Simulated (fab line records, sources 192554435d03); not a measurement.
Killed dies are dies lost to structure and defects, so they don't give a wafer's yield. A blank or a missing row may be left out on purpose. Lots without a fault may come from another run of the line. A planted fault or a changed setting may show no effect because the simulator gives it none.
Problem report in the 8D (eight disciplines) form, filled by code | flow n5_finfet | the parts of the form that need people (team, actions taken, sign-off) are left out

1. THE PROBLEM
CJ_N at N5_BEOL_M4_RC_MEAS_101 reads a mean of 2.57 on 1 wafer of 1 lot; wafers without a fault read 4.34 with a standard deviation of 0.1. That is -18 standard deviations from the usual mean.
First seen on wafer L304.5, day 9 19:33, on prober-01. The record holds 9 wafers of 3 lots with a number at this step. Rule for "out", or "out of limits": more than 4 standard deviations from the usual mean. The other wafers with a number count as sound.

2. WHAT IT IS AND WHAT IT IS NOT
question                    | is                         | is not
which readings at this step | CJ_N, CJ_P, RS_PWELL, SS_P | DIBL_N, DIBL_P, IOFF_N, ION_N, ION_P, SS_N, VT_P
which lots                  | L304                       | L314, L318
which wafers of those lots  | L304.5                     | L304.1, L304.2
read on which gauges        | prober-01                  | prober-02
when                        | from day 9 19:33           | up to then (2 sound wafers); but 6 sound wafers of L314, L318 came after

3. SUSPECTS, AND WHAT RULES EACH OUT
Counting: a tool at a process step up to the reading stays a suspect if it ran every lot that is out. Sound lots after the first of them don't rule it out here, since some wafers of a struck lot are sound.
- the gauge at N5_BEOL_M4_RC_MEAS_101: ruled out. All the wafers that are out were read on prober-01, but those of them that N5_WELL_APT_EPI_41 has rows for are out there too, on other tools.
- epi_rpcvd-04 at N5_WELL_APT_EPI_41 (deposits Si from SiH4/H2, target thk 50 nm, time 297.7 s): kept. It ran the lot that is out, L304 (day 2 16:55). Its own readings are out on those wafers: run_length_s.
- wet_bench-04 at N5_SD_EPI_N_STRIP_18 (strips in SPM, time 750 s): kept. It ran the lot that is out, L304 (day 4 02:58).
- Within wet_bench-04 at N5_SD_EPI_N_STRIP_18: the wafers that are out ran in chamber 1; their sound lot-mates ran in chambers 4, 5.
Left after counting: epi_rpcvd-04 at N5_WELL_APT_EPI_41, wet_bench-04 at N5_SD_EPI_N_STRIP_18.

4. THE CAUSE (what the simulator had put in)
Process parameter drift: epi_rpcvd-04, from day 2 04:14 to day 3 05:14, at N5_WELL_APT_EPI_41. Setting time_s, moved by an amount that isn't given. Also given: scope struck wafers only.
Counting left 2 suspects, and this tool is among them.

5. THE CHAIN OF EFFECTS, in route order
Each row: a reading whose mean over the struck wafers that have a number lies more than 3 standard deviations from the usual. Only readings for which the record gives a usual standard deviation are gone through. hours: the time from each lot's start at the first step in this table that gives one to its start at this step, as a median over the lots. sigmas: the change in usual standard deviations.
hours | step                   | reading      | usual       | on struck wafers | change | sigmas
0     | N5_WELL_APT_EPI_41     | run_length_s | 358 s       | 422              | +64    | +17
171   | N5_BEOL_M4_RC_MEAS_101 | CJ_N         | 4.34        | 2.57             | -1.77  | -18
171   | N5_BEOL_M4_RC_MEAS_101 | CJ_P         | 5.81        | 4.19             | -1.62  | -8.5
171   | N5_BEOL_M4_RC_MEAS_101 | IOFF_P       | 0.21 nA/um  | 0.32             | +0.11  | +3.2
171   | N5_BEOL_M4_RC_MEAS_101 | RS_PWELL     | 3015 ohm/sq | 2835             | -180   | -8.6
171   | N5_BEOL_M4_RC_MEAS_101 | SS_P         | 73.2 mV/dec | 75.5             | +2.3   | +4.3
The process steps in it:
- N5_WELL_APT_EPI_41: deposits Si from SiH4/H2, target thk 50 nm, time 297.7 s.

6. WHAT WOULD HAVE CAUGHT IT SOONER
In this record the first reading out of limits at a measuring or inspecting step was taken at day 9 19:33, 183 hours after the fault began at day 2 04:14.
The tool's own readings at N5_WELL_APT_EPI_41 were out on every struck wafer that the step has a row for (run_length_s): an alarm limit on them would have fired on the first of those.
All the lots that are out (1) had begun N5_WELL_APT_EPI_41 on epi_rpcvd-04 by day 9 19:33. A hold on the tool at that time would have spared none of them.
